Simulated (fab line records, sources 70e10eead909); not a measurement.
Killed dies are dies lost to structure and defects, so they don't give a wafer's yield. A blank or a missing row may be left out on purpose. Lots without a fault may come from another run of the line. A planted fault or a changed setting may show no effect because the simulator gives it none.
fab line records | flow nand_harc
record lots=23 wafers=69 last_day=33
route steps=1302 shown A_STAIRCASE@706
lots that met no fault: from a run of the same line without faults
start_h: hours from the record's first day to the start of the lot's first wafer shown | wait_h: hours since the lot's step before | " the same as in the row above | L1.1+2: a row that stands for several wafers | - no value, or no start given | * or withheld: withheld | < > ~ a bound
route shown NAME@n: a module of which the file shows steps, and the number in the route of the first | usual: mean/standard deviation of fault-free wafers | same: alike in all rows | chamber/n: place in a boat | sites: the reading at each site | _std_site: their standard deviation | _edge_site: outer sites' mean less inner sites' | radius_mm: how far each site lies from the wafer's centre | mask NAME#n: copy n | behind: the tool/chamber that last shaped the wafer | hold: why the lot was held/for how many hours/how that ended | device: the transistor (n, p or np) that didn't switch | end of line: the same wafers' tests at the end of the route | a step without rows: its recipe alone | killed: dies lost to structure and defects at the first sort, not the wafer's yield | map: a wafer's dies, x killed, . not, _ none there
set.NAME: the setting as run; set.NAME@STEP: as run at that earlier step | model.NAME: the simulator's own value behind a step, which no gauge read
steps of the route over a sample of lots; a table a step, a row a wafer
services: from which hour (start_h, from the record's first day; less than 0 if before it) a tool's chamber was out of use, for how many hours, and why
## steps
# step NHARC_A_STAIRCASE_ETCH_192
# recipe target_depth_a=1000 time_s=40.5 ion_energy_ev=400 c4f8_flow_sccm=20 o2_flow_sccm=10 ar_flow_sccm=withheld rf_w=600 bias_w=1000 chemistry=C4F8/O2
# usual oes_product_au=0.938/0.011 rf_fwd_power_W=591.9/3 rf_vpp_V=895/4
# columns lot.wafer tool chamber start_h wait_h oes_product_au rf_fwd_power_W rf_hours_counter_h rf_vpp_V
L074.1 rie_diel-02 1 - - 0.929 593.1 42 899
L074.3 " 2 " " 0.929 591.6 45 895
L074.4 " 3 " " 0.945 593.1 35 893
L075.3 rie_diel-02 3 - - 0.950 591.4 39 893
L075.1 " 1 " " 0.942 594.5 45 899
L075.5 " 3 " " 0.941 591.8 - 894
L077.3 rie_diel-11 0 - - 0.936 586.6 42 891
L077.2 " 1 " " 0.938 592.3 41 897
L077.1 " 2 " " 0.942 596.4 39 898
L076.4 rie_diel-11 3 - - 0.954 589.7 41 888
L076.2 " 0 " " 0.945 585.0 43 893
L076.5 " 3 " " 0.955 589.3 - 889
L078.4 rie_diel-02 1 - - 0.952 592.1 0 900
L078.5 " 3 " " 0.941 590.8 - 892
L078.6 " 0 " " 0.944 596.9 - 898
L079.1 rie_diel-02 1 - - 0.942 592.4 2 898
L079.4 " 3 " " 0.933 591.3 2 893
L079.6 " 1 " " 0.940 590.5 - 899
L080.1 rie_diel-13 1 - - 0.925 589.3 24 890
L080.4 " 0 " " 0.941 595.1 13 902
L080.5 " 1 " " 0.926 592.7 - 890
L081.3 rie_diel-13 0 - - 0.939 589.6 13 901
L081.4 " 2 " " 0.935 596.4 24 895
L081.5 " 1 " " 0.925 590.5 - 889
L083.3 rie_diel-13 3 - - 0.917 587.1 23 898
L083.6 " 0 " " 0.923 594.9 - 901
L083.5 " 1 " " 0.917 594.8 - 891
L082.4 rie_diel-02 1 - - 0.959 591.7 12 899
L082.6 " 0 " " 0.942 592.9 - 898
L082.5 " 1 " " 0.954 590.1 - 898
L084.3 rie_diel-13 1 - - 0.939 589.4 40 889
L084.4 " 2 " " 0.976 594.4 37 894
L084.6 " 1 " " 0.934 590.9 - 889
L085.1 rie_diel-13 2 - - 0.968 596.3 39 894
L085.5 " 1 " " 0.932 591.8 - 890
L085.6 " 2 " " 0.962 597.0 - 896
L086.1 rie_diel-11 1 - - 0.934 593.2 16 895
L086.5 " 3 " " 0.942 593.0 - 888
L086.4 " 2 " " 0.933 592.6 - 898
L087.3 rie_diel-13 3 - - 0.942 590.0 38 896
L087.2 " 0 " " 0.955 592.1 31 900
L087.5 " 1 " " 0.922 590.6 - 889
L088.1 rie_diel-11 3 - - 0.948 590.2 24 887
L088.3 " 0 " " 0.926 587.1 26 892
L088.4 " 2 " " 0.928 593.3 27 899
L089.1 rie_diel-02 0 - - 0.931 595.6 36 896
L089.2 " 1 " " 0.933 593.0 34 899
L089.6 " 1 " " 0.935 592.0 - 899
L091.3 rie_diel-02 2 - - 0.936 592.2 37 894
L091.1 " 3 " " 0.940 592.5 40 893
L091.4 " 0 " " 0.924 597.5 39 897
L090.4 rie_diel-02 3 - - 0.944 590.9 40 893
L090.2 " 1 " " 0.943 593.3 38 900
L090.5 " 2 " " 0.940 593.3 - 895
L092.1 rie_diel-13 0 - - 0.929 589.4 4 902
L092.4 " 1 " " 0.932 590.4 - 889
L092.6 " 2 " " 0.937 593.5 - 896
L094.3 rie_diel-13 2 - - 0.928 592.0 7 894
L094.5 " 2 " " 0.929 593.7 - 894
L094.4 " 1 " " 0.933 590.9 - 890
L095.2 rie_diel-11 0 - - 0.939 586.5 45 890
L095.4 " 1 " " 0.960 594.8 49 897
L095.6 " 2 " " 0.933 594.7 - 898
L096.3 rie_diel-11 2 - - 0.944 592.6 54 898
L096.1 " 3 " " 0.943 591.2 50 888
L096.6 " 2 " " 0.942 596.2 - 898
L097.4 rie_diel-11 1 - - 0.954 592.4 59 896
L097.1 " 2 " " 0.954 592.0 59 898
L097.5 " 0 " " 0.922 585.9 - 891
# step NHARC_A_STAIRCASE_TRIM_196
# recipe time_s=211.2 o2_flow_sccm=500 ar_flow_sccm=0 bias_w=0 chemistry=O2
# usual drypump_motor_current_A=5.7/0.51 o2_flow_sccm=499.9/1.5 oes_product_au=0.999/0.012 rf_vpp_V=57.7/0.76 showerhead_plenum_p_Torr=3.50/0.11 throttle_valve_pct=17.037/0.0083
# columns lot.wafer tool chamber start_h wait_h drypump_motor_current_A o2_flow_sccm oes_product_au rf_hours_counter_h rf_vpp_V showerhead_plenum_p_Torr throttle_valve_pct
L074.3 rie_diel-13 3 355.53 0.1 6.3 502.2 1.001 0 57.3 3.59 17.046
L074.1 " 2 " " 5.0 498.6 1.006 0 57.7 3.52 17.041
L074.4 " 2 " " 5.0 500.2 1.016 - 57.6 3.52 17.040
L075.3 rie_diel-13 1 370.07 0.1 5.6 497.4 0.994 5 58.4 3.38 17.031
L075.1 " 2 " " 5.0 500.2 1.012 5 58.2 3.51 17.039
L075.5 " 3 " " 6.3 499.4 1.006 - 56.6 3.59 17.042
L077.1 rie_diel-11 3 388.57 0.1 6.1 498.1 1.015 41 58.2 3.32 17.028
L077.2 " 0 " " 6.5 501.7 0.999 43 56.8 3.42 17.038
L077.3 " 1 " " 5.7 498.8 0.998 41 58.4 3.55 17.038
L076.2 rie_diel-11 0 388.92 0.1 6.5 499.7 0.997 43 56.9 3.42 17.032
L076.4 " 2 " " 5.6 500.2 1.001 39 58.0 3.60 17.056
L076.5 " 3 " " 6.1 499.3 1.013 - 57.7 3.32 17.036
L078.4 rie_diel-02 1 404.06 0.1 6.4 497.7 1.000 0 57.4 3.61 17.040
L078.5 " 3 " " 5.2 499.2 1.003 - 56.9 3.46 17.024
L078.6 " 0 " " 5.1 500.3 0.992 - 57.2 3.56 17.044
L079.1 rie_diel-13 2 410.40 0.1 5.0 499.2 1.004 19 57.9 3.50 17.032
L079.6 " 2 " " 5.0 501.7 1.013 - 58.4 3.50 17.023
L079.4 " 0 " " 5.6 501.7 1.007 - 58.6 3.68 17.022
L080.1 rie_diel-13 0 423.91 0.1 5.6 499.4 1.006 13 57.6 3.68 17.022
L080.4 " 2 " " 5.0 497.1 1.019 24 56.6 3.50 17.045
L080.5 " 0 " " 5.6 501.5 0.995 - 56.8 3.68 17.032
L081.4 rie_diel-02 0 424.61 0.5 5.1 500.6 0.999 8 58.4 3.56 17.046
L081.3 " 1 " " 6.3 498.7 0.987 6 57.0 3.60 17.046
L081.5 " 1 " " 6.3 499.4 0.994 - 58.7 3.60 17.043
L083.3 rie_diel-13 2 439.84 0.1 5.0 498.0 1.008 30 57.3 3.50 17.051
L083.5 " 3 " " 6.3 500.3 0.992 - 57.7 3.58 17.036
L083.6 " 0 " " 5.6 498.9 1.002 - 59.4 3.67 17.027
L082.4 rie_diel-02 0 440.21 0.1 5.1 497.8 0.997 14 59.2 3.55 17.039
L082.5 " 0 " " 5.1 497.2 0.996 - 57.8 3.55 17.035
L082.6 " 1 " " 6.4 498.1 0.992 - 58.1 3.60 17.028
L084.3 rie_diel-13 0 459.76 0.1 5.6 498.9 0.995 27 59.2 3.67 17.050
L084.4 " 1 " " 5.6 503.1 0.995 40 58.1 3.36 17.037
L084.6 " 0 " " 5.6 500.0 1.009 - 58.5 3.67 17.030
L085.1 rie_diel-13 3 466.57 0.1 6.3 498.6 0.998 33 57.7 3.57 17.033
L085.6 " 2 " " 5.0 499.7 1.018 - 57.8 3.49 17.034
L085.5 " 3 " " 6.3 499.0 1.009 - 57.0 3.57 17.035
L086.1 rie_diel-13 1 480.95 0.1 5.6 500.8 0.977 45 57.1 3.36 17.027
L086.4 " 0 " " 5.6 499.3 1.000 28 59.5 3.67 17.043
L086.5 " 1 " " 5.6 500.5 0.992 - 57.5 3.35 17.046
L087.2 rie_diel-13 1 493.91 0.1 5.6 500.0 0.996 48 57.3 3.35 17.041
L087.3 " 0 " " 5.6 501.1 1.001 31 57.1 3.67 17.038
L087.5 " 1 " " 5.6 498.3 0.985 - 57.5 3.35 17.031
L088.1 rie_diel-13 0 512.52 0.1 5.6 501.4 1.005 36 59.6 3.66 17.041
L088.4 " 2 " " 5.0 500.8 1.032 51 57.4 3.49 17.039
L088.3 " 3 " " 6.3 498.6 1.014 44 57.8 3.57 17.029
L089.1 rie_diel-11 3 513.47 0.1 6.1 498.1 0.997 24 57.7 3.30 17.028
L089.2 " 1 " " 5.7 500.8 0.991 30 57.8 3.53 17.046
L089.6 " 0 " " 6.5 499.6 0.987 - 57.1 3.39 17.045
L091.1 rie_diel-11 0 523.99 0.1 6.5 496.9 0.974 30 56.5 3.39 17.040
L091.3 " 2 " " 5.6 502.9 0.996 33 56.7 3.57 17.026
L091.4 " 3 " " 6.1 501.6 1.002 29 58.6 3.30 17.031
L090.4 rie_diel-02 3 524.42 0.1 5.2 499.7 0.993 40 59.1 3.44 17.047
L090.2 " 0 " " 5.1 501.9 0.991 40 56.6 3.54 17.044
L090.5 " 3 " " 5.2 501.9 0.986 - 56.4 3.44 17.024
L092.1 rie_diel-13 0 550.61 0.1 5.6 498.4 0.971 4 58.9 3.66 17.048
L092.4 " 0 " " 5.6 499.3 0.979 - 59.2 3.66 17.044
L092.6 " 1 " " 5.6 499.9 1.001 - 57.0 3.35 17.034
L094.3 rie_diel-02 2 558.50 0.1 6.3 502.0 0.999 51 57.3 3.46 17.045
L094.4 " 2 " " 6.3 500.5 0.999 - 57.8 3.46 17.036
L094.5 " 0 " " 5.1 501.7 1.004 - 57.7 3.53 17.028
L095.2 rie_diel-13 2 576.50 0.1 5.0 498.8 1.001 14 58.5 3.48 17.043
L095.6 " 0 " " 5.6 498.6 0.990 - 57.7 3.66 17.030
L095.4 " 2 " " 5.0 499.2 0.995 - 57.3 3.48 17.044
L096.3 rie_diel-11 0 588.30 0.9 6.5 501.8 0.976 50 56.7 3.38 17.030
L096.1 " 1 " " 5.7 498.9 1.005 55 57.5 3.52 17.036
L096.6 " 0 " " 6.5 501.3 0.984 - 57.2 3.38 17.031
L097.1 rie_diel-02 3 596.33 0.1 5.2 499.2 0.997 5 58.2 3.43 17.039
L097.4 " 2 " " 6.3 497.9 1.006 5 58.0 3.45 17.027
L097.5 " 0 " " 5.1 499.7 1.010 - 56.3 3.53 17.030
# step NHARC_A_STAIRCASE_TRIM_226
# recipe time_s=211.2 o2_flow_sccm=500 ar_flow_sccm=0 bias_w=0 chemistry=O2
# usual drypump_motor_current_A=5.7/0.54 o2_flow_sccm=499.8/1.5 oes_product_au=0.997/0.01 rf_vpp_V=57.8/0.81 showerhead_plenum_p_Torr=3.50/0.098 throttle_valve_pct=17.036/0.0085
# columns lot.wafer tool chamber start_h wait_h drypump_motor_current_A o2_flow_sccm oes_product_au rf_hours_counter_h rf_vpp_V showerhead_plenum_p_Torr throttle_valve_pct
L074.4 rie_diel-11 1 - - 5.7 500.7 0.990 30 58.3 3.56 17.047
L074.1 " 3 " " 6.1 499.9 1.012 32 57.9 3.32 17.033
L074.3 " 0 " " 6.5 501.9 0.990 32 57.2 3.43 17.045
L075.3 rie_diel-13 1 - - 5.6 497.3 1.000 6 57.3 3.38 17.039
L075.1 " 3 " " 6.3 499.5 1.005 6 57.4 3.59 17.043
L075.5 " 1 " " 5.6 499.6 0.996 - 57.4 3.38 17.038
L077.2 rie_diel-13 2 - - 4.9 500.6 1.012 13 57.2 3.51 17.048
L077.3 " 0 " " 5.6 500.3 1.002 2 59.7 3.68 17.038
L077.1 " 1 " " 5.6 502.6 0.993 13 58.6 3.37 17.037
L076.2 rie_diel-13 1 - - 5.6 499.5 0.999 13 56.5 3.37 17.027
L076.4 " 3 " " 6.3 500.6 0.997 13 58.3 3.58 17.032
L076.5 " 2 " " 5.0 498.9 1.007 - 57.3 3.51 17.047
L078.4 rie_diel-11 0 - - 6.5 500.3 1.008 - 57.1 3.42 17.029
L078.6 " 0 " " 6.5 498.9 1.004 - 57.4 3.42 17.041
L078.5 " 2 " " 5.6 499.4 0.998 - 57.6 3.60 17.042
L079.1 rie_diel-11 2 - - 5.6 497.7 0.995 49 57.6 3.60 17.030
L079.4 " 2 " " 5.6 498.7 0.994 - 56.9 3.60 17.024
L079.6 " 2 " " 5.6 502.8 0.997 - 58.5 3.60 17.027
L080.4 rie_diel-13 3 - - 6.4 501.4 0.999 19 57.1 3.58 17.040
L080.1 " 0 " " 5.6 501.9 0.997 14 59.0 3.68 17.044
L080.5 " 2 " " 5.0 501.2 1.013 - 57.5 3.50 17.037
L081.3 rie_diel-02 1 - - 6.3 500.4 0.985 8 58.3 3.60 17.029
L081.4 " 2 " " 6.3 500.2 0.990 8 56.6 3.48 17.015
L081.5 " 0 " " 5.1 498.5 0.992 - 57.2 3.55 17.032
L083.3 rie_diel-11 0 - - 6.5 501.1 0.975 0 58.6 3.41 17.041
L083.6 " 2 " " 5.6 498.1 0.990 - 59.6 3.59 17.045
L083.5 " 0 " " 6.5 499.5 0.980 - 58.3 3.41 17.018
L082.4 rie_diel-02 1 - - 6.4 499.8 1.000 13 58.0 3.60 17.031
L082.6 " 1 " " 6.3 500.2 0.988 - 57.4 3.60 17.042
L082.5 " 2 " " 6.3 499.9 1.001 - 57.0 3.48 17.035
L084.3 rie_diel-11 0 - - 6.5 503.0 0.980 8 57.5 3.40 17.045
L084.4 " 1 " " 5.7 500.9 0.981 10 57.9 3.54 17.032
L084.6 " 0 " " 6.5 498.8 0.985 - 58.6 3.40 17.037
L085.1 rie_diel-13 1 - - 5.6 501.2 0.991 44 58.8 3.36 17.032
L085.5 " 2 " " 5.0 497.4 1.028 - 57.2 3.49 17.045
L085.6 " 1 " " 5.6 499.3 0.982 - 57.2 3.36 17.029
L086.1 rie_diel-02 0 - - 5.1 499.1 1.000 28 58.1 3.55 17.032
L086.4 " 1 " " 6.4 501.9 1.000 25 58.1 3.59 17.051
L086.5 " 0 " " 5.1 501.6 0.997 - 58.1 3.55 17.023
L087.3 rie_diel-11 0 - - 6.5 498.3 0.979 20 58.0 3.40 17.028
L087.2 " 1 " " 5.6 495.4 0.995 24 56.7 3.53 17.033
L087.5 " 3 " " 6.1 497.4 1.004 - 56.2 3.31 17.030
L088.3 rie_diel-02 3 - - 5.2 500.2 0.991 37 59.0 3.45 17.025
L088.1 " 0 " " 5.1 498.4 1.000 36 56.3 3.54 17.049
L088.4 " 2 " " 6.4 501.8 0.996 34 58.0 3.47 17.026
L089.1 rie_diel-13 2 - - 5.0 500.2 1.009 52 56.8 3.49 17.036
L089.2 " 3 " " 6.3 499.7 0.996 45 59.0 3.57 17.032
L089.6 " 3 " " 6.3 499.3 0.997 - 58.5 3.56 17.031
L090.4 rie_diel-11 3 - - 6.1 498.4 1.004 31 56.7 3.30 17.048
L090.2 " 2 " " 5.6 498.0 0.993 35 57.0 3.57 17.032
L090.5 " 0 " " 6.5 499.2 0.984 - 58.1 3.39 17.050
L091.3 rie_diel-02 0 - - 5.1 501.5 1.003 42 58.1 3.54 17.045
L091.4 " 2 " " 6.4 500.6 1.000 39 58.5 3.46 17.037
L091.1 " 3 " " 5.2 502.5 1.001 42 58.0 3.44 17.036
L092.1 rie_diel-02 1 - - 6.3 496.9 0.998 51 58.4 3.58 17.034
L092.6 " 1 " " 6.3 498.3 0.989 - 57.0 3.58 17.037
L092.4 " 0 " " 5.1 499.7 1.002 - 57.5 3.53 17.033
L094.3 rie_diel-13 1 - - 5.6 497.4 0.994 8 56.8 3.35 17.030
L094.4 " 1 " " 5.6 497.7 0.995 - 56.8 3.35 17.044
L094.5 " 2 " " 5.0 500.9 0.997 - 58.5 3.48 17.052
L095.4 rie_diel-02 2 - - 6.4 500.5 1.019 0 56.8 3.45 17.045
L095.2 " 0 " " 5.1 500.3 1.010 1 58.3 3.53 17.028
L095.6 " 2 " " 6.4 500.4 1.013 - 57.8 3.45 17.036
L096.1 rie_diel-13 0 - - 5.6 500.7 0.989 23 57.8 3.65 17.033
L096.3 " 1 " " 5.6 501.9 0.999 25 56.8 3.34 17.039
L096.6 " 1 " " 5.6 499.7 0.993 - 57.7 3.34 17.031
L097.1 rie_diel-13 0 - - 5.6 497.4 0.981 24 58.4 3.65 17.039
L097.5 " 0 " " 5.6 497.8 0.972 - 58.9 3.65 17.027
L097.4 " 2 " " 5.0 501.1 0.993 - 58.0 3.47 17.047
# step NHARC_A_STAIRCASE_ETCH_232
# recipe target_depth_a=1000 time_s=40.5 ion_energy_ev=400 c4f8_flow_sccm=20 o2_flow_sccm=10 ar_flow_sccm=withheld rf_w=600 bias_w=1000 chemistry=C4F8/O2
# usual oes_product_au=0.941/0.012 rf_fwd_power_W=592/3.2 rf_vpp_V=895/4
# columns lot.wafer tool chamber start_h wait_h oes_product_au rf_fwd_power_W rf_hours_counter_h rf_vpp_V
L074.1 rie_diel-13 1 - - 0.940 594 1 891
L074.3 " 3 " " 0.949 586 1 897
L074.4 " 1 " " 0.941 595 - 891
L075.1 rie_diel-11 0 - - 0.934 586 38 892
L075.3 " 2 " " 0.958 592 34 899
L075.5 " 0 " " 0.926 585 - 893
L077.2 rie_diel-11 1 - - 0.938 593 43 896
L077.3 " 2 " " 0.962 592 41 900
L077.1 " 0 " " 0.956 587 45 894
L076.2 rie_diel-13 1 - - 0.942 589 14 890
L076.4 " 0 " " 0.944 596 2 902
L076.5 " 2 " " 0.950 589 - 894
L078.4 rie_diel-13 2 - - 0.944 597 - 894
L078.6 " 0 " " 0.926 597 - 903
L078.5 " 1 " " 0.932 590 - 891
L079.1 rie_diel-11 2 - - 0.946 594 50 898
L079.4 " 2 " " 0.936 594 - 899
L079.6 " 0 " " 0.951 588 - 891
L080.1 rie_diel-13 0 - - 0.934 594 14 902
L080.4 " 1 " " 0.923 589 27 890
L080.5 " 3 " " 0.940 586 - 899
L081.4 rie_diel-11 2 - - 0.949 591 - 897
L081.3 " 0 " " 0.937 589 - 893
L081.5 " 0 " " 0.940 589 - 892
L083.3 rie_diel-11 1 - - 0.938 598 1 897
L083.5 " 0 " " 0.933 589 - 890
L083.6 " 1 " " 0.931 594 - 897
L082.4 rie_diel-02 0 - - 0.939 597 15 897
L082.6 " 0 " " 0.934 596 - 896
L082.5 " 1 " " 0.929 591 - 899
L084.3 rie_diel-13 2 - - 0.957 595 38 893
L084.6 " 1 " " 0.929 592 - 890
L084.4 " 2 " " 0.964 594 - 895
L085.1 rie_diel-13 3 - - 0.941 588 34 898
L085.6 " 3 " " 0.947 587 - 898
L085.5 " 1 " " 0.935 590 - 890
L086.1 rie_diel-11 2 - - 0.954 595 19 897
L086.4 " 0 " " 0.933 585 15 892
L086.5 " 2 " " 0.960 591 - 898
L087.2 rie_diel-13 0 - - 0.939 594 33 902
L087.3 " 2 " " 0.955 598 46 894
L087.5 " 1 " " 0.937 592 - 890
L088.3 rie_diel-02 3 - - 0.935 592 37 893
L088.1 " 0 " " 0.938 592 37 898
L088.4 " 2 " " 0.938 591 35 895
L089.2 rie_diel-13 3 - - 0.953 588 46 897
L089.1 " 0 " " 0.954 593 37 900
L089.6 " 2 " " 0.953 594 - 894
L090.4 rie_diel-11 3 - - 0.934 593 31 888
L090.2 " 1 " " 0.948 592 36 896
L090.5 " 2 " " 0.933 593 - 896
L091.1 rie_diel-02 0 - - 0.941 597 42 897
L091.4 " 1 " " 0.962 594 40 897
L091.3 " 2 " " 0.944 592 39 894
L092.1 rie_diel-13 1 - - 0.924 590 6 889
L092.4 " 2 " " 0.933 596 - 894
L092.6 " 1 " " 0.925 588 - 889
L094.3 rie_diel-11 3 - - 0.939 589 42 887
L094.4 " 1 " " 0.943 592 - 897
L094.5 " 3 " " 0.932 591 - 887
L095.4 rie_diel-11 3 - - 0.921 592 50 887
L095.2 " 0 " " 0.915 584 48 890
L095.6 " 0 " " 0.920 583 - 890
L096.3 rie_diel-13 0 - - 0.931 594 23 899
L096.1 " 1 " " 0.947 590 25 889
L096.6 " 0 " " 0.937 593 - 899
L097.1 rie_diel-13 1 - - 0.940 587 27 890
L097.5 " 0 " " 0.936 597 - 900
L097.4 " 1 " " 0.944 588 - 888
# step NHARC_A_STAIRCASE_DEP_280
# recipe target_thk_a=300 target_thk_nm=30 temp_c=400 pressure_torr=3.5 flow_sccm=200 rf_w=350 material=SiON
# usual heater_power_w=737/100 rf_fwd_power_W=348.2/1.2
# columns lot.wafer tool chamber start_h wait_h heater_power_w rf_fwd_power_W
L074.1 pecvd-04 1 373.28 1.6 651 348.0
L074.3 " 2 " " 666 348.0
L074.4 " 1 " " 662 346.7
L075.1 pecvd-04 0 389.10 1.6 805 346.4
L075.3 " 2 " " 760 348.9
L075.5 " 0 " " 814 347.1
L077.1 pecvd-04 2 411.59 1.6 755 347.6
L077.3 " 0 " " 906 347.3
L077.2 " 1 " " 592 348.4
L076.2 pecvd-01 1 412.38 1.3 657 350.0
L076.4 " 2 " " 575 347.0
L076.5 " 0 " " 889 349.6
L078.6 pecvd-03 2 422.37 0.1 861 347.2
L078.5 " 0 " " 928 349.2
L078.4 " 1 " " 615 349.3
L079.1 pecvd-04 1 431.30 1.6 675 346.1
L079.6 " 2 " " 759 347.6
L079.4 " 0 " " 798 347.1
L080.1 pecvd-01 0 445.09 1.6 863 349.2
L080.4 " 0 " " 868 348.2
L080.5 " 1 " " 658 348.9
L081.3 pecvd-04 0 446.94 1.0 884 345.4
L081.4 " 1 " " 696 348.3
L081.5 " 2 " " 733 347.5
L083.3 pecvd-01 0 458.67 1.0 811 346.6
L083.5 " 1 " " 644 347.9
L083.6 " 2 " " 656 348.1
L082.5 pecvd-03 0 460.07 0.4 795 350.4
L082.6 " 1 " " 655 349.0
L082.4 " 2 " " 730 348.9
L084.3 pecvd-04 2 475.35 1.0 735 348.8
L084.6 " 1 " " 610 347.1
L084.4 " 2 " " 720 347.8
L085.1 pecvd-03 0 483.38 1.6 812 347.8
L085.5 " 2 " " 817 347.2
L085.6 " 1 " " 619 348.9
L086.1 pecvd-03 1 499.48 1.6 691 351.4
L086.4 " 0 " " 833 346.9
L086.5 " 1 " " 673 350.6
L087.2 pecvd-03 0 514.90 1.3 853 348.4
L087.3 " 1 " " 567 349.3
L087.5 " 1 " " 568 348.7
L088.3 pecvd-04 0 530.14 1.0 804 347.7
L088.1 " 1 " " 622 349.1
L088.4 " 2 " " 675 347.2
L089.1 pecvd-01 1 531.33 1.6 664 348.8
L089.2 " 2 " " 627 348.9
L089.6 " 0 " " 834 347.9
L090.2 pecvd-03 1 540.35 1.3 673 349.6
L090.5 " 0 " " 904 348.3
L090.4 " 1 " " 671 350.9
L091.3 pecvd-04 2 542.14 0.9 726 347.7
L091.1 " 0 " " 754 349.3
L091.4 " 1 " " 607 348.1
L092.1 pecvd-03 0 575.20 1.5 840 348.0
L092.4 " 0 " " 852 348.7
L092.6 " 2 " " 810 348.1
L094.3 pecvd-04 2 579.59 1.0 715 348.2
L094.4 " 0 " " 745 348.0
L094.5 " 1 " " 658 346.4
L095.2 pecvd-01 2 598.14 1.3 658 346.3
L095.6 " 0 " " 700 347.8
L095.4 " 2 " " 656 345.1
L096.1 pecvd-01 0 608.16 1.6 798 348.6
L096.3 " 1 " " 632 348.0
L096.6 " 0 " " 800 347.9
L097.1 pecvd-04 0 612.66 1.6 862 346.4
L097.4 " 2 " " 732 347.7
L097.5 " 0 " " 886 349.1
# step NHARC_A_STAIRCASE_ETCH_315
# recipe target_depth_a=25000 time_s=607.1 ion_energy_ev=800 c4f8_flow_sccm=80 o2_flow_sccm=60 ar_flow_sccm=withheld rf_w=600 bias_w=3000 chemistry=C4F8/O2/Ar
# usual oes_product_au=0.927/0.01 rf_fwd_power_W=599.4/1.9 rf_vpp_V=1824/8.4
# columns lot.wafer tool chamber start_h wait_h oes_product_au rf_fwd_power_W rf_hours_counter_h rf_vpp_V
L074.1 rie_diel-13 2 - - 0.943 597.0 7 1826
L074.3 " 3 " " 0.933 600.5 6 1831
L074.4 " 3 " " 0.928 597.8 - 1831
L075.3 rie_diel-11 0 - - 0.941 597.9 45 1820
L075.1 " 1 " " 0.920 600.7 43 1827
L075.5 " 3 " " 0.953 600.3 - 1812
L077.2 rie_diel-13 0 - - 0.929 599.7 11 1838
L077.1 " 2 " " 0.943 598.4 22 1826
L077.3 " 3 " " 0.938 601.8 16 1831
L076.2 rie_diel-02 2 - - 0.941 596.2 3 1822
L076.4 " 0 " " 0.925 604.2 4 1828
L076.5 " 3 " " 0.941 597.9 - 1822
L078.4 rie_diel-13 3 - - 0.927 603.4 20 1832
L078.5 " 3 " " 0.930 599.8 - 1831
L078.6 " 0 " " 0.934 601.0 - 1839
L079.4 rie_diel-13 3 - - 0.929 599.6 23 1829
L079.1 " 0 " " 0.924 601.8 18 1837
L079.6 " 2 " " 0.951 598.3 - 1825
L080.4 rie_diel-11 2 - - 0.922 600.3 4 1831
L080.1 " 0 " " 0.914 599.3 5 1817
L080.5 " 1 " " 0.930 600.3 - 1827
L081.4 rie_diel-11 2 - - 0.937 597.8 5 1831
L081.3 " 1 " " 0.938 599.2 4 1829
L081.5 " 3 " " 0.932 602.6 - 1810
L083.3 rie_diel-02 2 - - 0.934 600.4 19 1823
L083.6 " 0 " " 0.923 601.4 - 1828
L083.5 " 1 " " 0.932 597.3 - 1831
L082.4 rie_diel-02 3 - - 0.936 601.1 23 1822
L082.6 " 1 " " 0.919 600.0 - 1833
L082.5 " 2 " " 0.919 598.7 - 1823
L084.3 rie_diel-13 0 - - 0.927 600.4 29 1838
L084.4 " 1 " " 0.912 601.0 46 1813
L084.6 " 1 " " 0.913 600.1 - 1814
L085.1 rie_diel-13 2 - - 0.945 598.7 44 1823
L085.5 " 3 " " 0.932 600.1 - 1831
L085.6 " 0 " " 0.928 601.4 - 1837
L086.4 rie_diel-11 0 - - 0.900 597.6 24 1818
L086.1 " 2 " " 0.930 600.2 26 1830
L086.5 " 1 " " 0.921 597.6 - 1827
L087.2 rie_diel-02 3 - - 0.918 598.4 39 1821
L087.3 " 1 " " 0.929 600.0 37 1832
L087.5 " 3 " " 0.919 595.3 - 1818
L088.4 rie_diel-11 3 - - 0.937 598.9 34 1810
L088.1 " 1 " " 0.929 599.1 39 1827
L088.3 " 2 " " 0.922 598.8 38 1830
L089.1 rie_diel-02 1 - - 0.935 599.7 44 1831
L089.2 " 0 " " 0.943 598.7 46 1828
L089.6 " 1 " " 0.924 602.3 - 1829
L090.2 rie_diel-13 1 - - 0.928 596.2 3 1812
L090.5 " 1 " " 0.942 599.4 - 1814
L090.4 " 2 " " 0.951 599.0 - 1824
L091.3 rie_diel-11 2 - - 0.923 597.8 40 1830
L091.1 " 0 " " 0.915 597.0 37 1817
L091.4 " 1 " " 0.938 597.3 40 1827
L092.1 rie_diel-13 0 - - 0.931 598.3 17 1835
L092.4 " 0 " " 0.917 599.7 - 1835
L092.6 " 2 " " 0.933 597.9 - 1823
L094.4 rie_diel-11 0 - - 0.908 598.8 51 1815
L094.3 " 2 " " 0.918 597.7 56 1830
L094.5 " 3 " " 0.922 599.1 - 1808
L095.2 rie_diel-13 0 - - 0.913 598.5 26 1834
L095.6 " 0 " " 0.914 597.9 - 1834
L095.4 " 2 " " 0.922 596.6 - 1822
L096.1 rie_diel-13 2 - - 0.930 601.4 32 1823
L096.3 " 1 " " 0.929 599.6 31 1812
L096.6 " 1 " " 0.921 598.5 - 1812
L097.1 rie_diel-13 1 - - 0.927 600.1 34 1813
L097.5 " 0 " " 0.923 599.3 - 1834
L097.4 " 2 " " 0.928 598.9 - 1823
## services
# columns tool chamber start_h hours kind
rie_diel-13 3 333.58 4.0 repair
rie_diel-13 2 335.48 6.1 repair
rie_diel-13 0 340.89 31.2 repair
rie_diel-13 - 345.91 9.0 pm
pecvd-01 - 362.70 0.5 repair
pecvd-03 - 366.25 13.0 pm
pecvd-04 2 375.77 12.0 repair
rie_diel-13 0 377.43 11.2 repair
rie_diel-02 - 393.87 9.0 pm
rie_diel-11 1 399.63 34.1 repair
pecvd-03 1 402.40 3.5 repair
rie_diel-11 3 405.17 43.9 repair
rie_diel-11 - 432.79 9.0 pm
pecvd-03 1 435.61 3.3 repair
pecvd-04 - 450.09 13.0 pm
rie_diel-11 0 469.56 11.5 repair
rie_diel-02 3 511.41 3.6 repair
rie_diel-13 - 522.91 9.0 pm
rie_diel-13 3 546.24 106.8 repair
pecvd-03 - 547.43 13.0 pm
pecvd-03 1 562.41 6.9 repair
rie_diel-13 0 566.03 6.0 repair
rie_diel-02 - 570.87 9.0 pm
rie_diel-11 - 609.86 9.0 pm
## key
fault none
